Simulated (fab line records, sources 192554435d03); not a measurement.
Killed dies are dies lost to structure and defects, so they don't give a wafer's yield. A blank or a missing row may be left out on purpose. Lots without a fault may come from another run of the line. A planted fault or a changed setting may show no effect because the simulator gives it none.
Split-lot experiment | flow n5_finfet | 7 lots, 21 wafers read, on a route of 1938 steps

THE SPLIT
At N5_PASSIVATION_PECVD_53 (deposits SiO2 from TEOS/O2, target thk 800 nm, time 169.4 s), the setting time_s was moved away from the recipe's 169.4 s on 6 of the 21 wafers read, by -13.3% to +7.4%. The other wafers ran this setting at the recipe's value.

The reading is taken at the split's own step.

THE READING
SiO2_of_PASSIVATION_PECVD_53.thk_nm (the simulator's own value, which no gauge read), in nm, at N5_PASSIVATION_PECVD_53 (deposits SiO2 from TEOS/O2, target thk 800 nm, time 169.4 s). The file gives no usual value for it. The 15 wafers here that ran the recipe average 804.0 nm, standard deviation 14 nm.

wafer  | tool, chamber at the split | time_s as run, s | against the recipe | SiO2_of_PASSIVATION_PECVD_53.thk_nm, nm | against lot-mates on the recipe
L076.2 | pecvd-01, 0                | 169.4            | recipe             | 799.6                                   | -
L076.4 | pecvd-01, 0                | 182              | +7.4%              | 877.4                                   | +74.6
L076.5 | pecvd-01, 1                | 169.4            | recipe             | 806                                     | -
L078.2 | pecvd-01, 0                | 169.4            | recipe             | 788                                     | -
L078.3 | pecvd-01, 2                | 169.4            | recipe             | 778                                     | -
L078.4 | pecvd-01, 0                | 180              | +6.3%              | 853.8                                   | +70.8
L079.4 | pecvd-02, 2                | 169.4            | recipe             | 823.8                                   | -
L079.5 | pecvd-02, 0                | 169.4            | recipe             | 824.4                                   | -
L079.6 | pecvd-02, 1                | 169.4            | recipe             | 825                                     | -
L081.1 | pecvd-02, 1                | 169.4            | recipe             | 788.2                                   | -
L081.2 | pecvd-02, 0                | 162.7            | -4.0%              | 766.8                                   | -21.4
L081.6 | pecvd-02, 2                | 162.7            | -4.0%              | 771.2                                   | -17.0
L083.3 | pecvd-02, 0                | 146.8            | -13.3%             | 692.8                                   | -118.0
L083.4 | pecvd-02, 1                | 146.8            | -13.3%             | 700.6                                   | -110.2
L083.5 | pecvd-02, 0                | 169.4            | recipe             | 810.8                                   | -
L084.2 | pecvd-02, 0                | 169.4            | recipe             | 799.2                                   | -
L084.3 | pecvd-02, 2                | 169.4            | recipe             | 796                                     | -
L084.6 | pecvd-02, 1                | 169.4            | recipe             | 802.6                                   | -
L096.2 | pecvd-04, 0                | 169.4            | recipe             | 787.6                                   | -
L096.4 | pecvd-04, 2                | 169.4            | recipe             | 818.8                                   | -
L096.5 | pecvd-04, 1                | 169.4            | recipe             | 812.4                                   | -

THE FIT
A straight line over all 21 wafers: SiO2_of_PASSIVATION_PECVD_53.thk_nm changes by +8.32 nm for each +1% of time_s; r = +0.95; the points scatter about the line by 13 nm.
The same after taking each lot's own level away (the mean of its wafers on the recipe; 21 wafers): +8.84 nm for each +1%; r = +0.98; scatter 8.4 nm.
On that fit, the largest move of time_s shifts the reading by 1.2e+02 nm.
The lots' own levels span 783.00 to 824.40 nm, that is 2.9 times the standard deviation above.
So the lot-to-lot level changes the slope little: the two slopes agree.
Check: with one of the wafers moved furthest among these (-13.3%) left out of the fit, the line predicts -113 nm for it against its lot-mates. It came out at -118 nm against them.

OTHER SPLITS ON THESE WAFERS
These wafers also went through other splits before the reading. Each is held against what the fit with the lots' levels taken away leaves over:
other split on the same wafers     | wafers away from the commonest value | r with SiO2_of_PASSIVATION_PECVD_53.thk_nm (lot level and that fit taken away)
N5_BEOL_M14_EXPOSE_07 dose_mj      | 5                                    | +0.41
N5_BEOL_M15_SPUTTER_44 power_w     | 5                                    | +0.01
N5_MIM_BOT_LITHO_EXPOSE_05 dose_mj | 5                                    | +0.23

THE FILE'S OWN FIT
SiO2_of_PASSIVATION_PECVD_53.thk_nm changes by +9.01 nm for each +1% of time_s, r = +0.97.
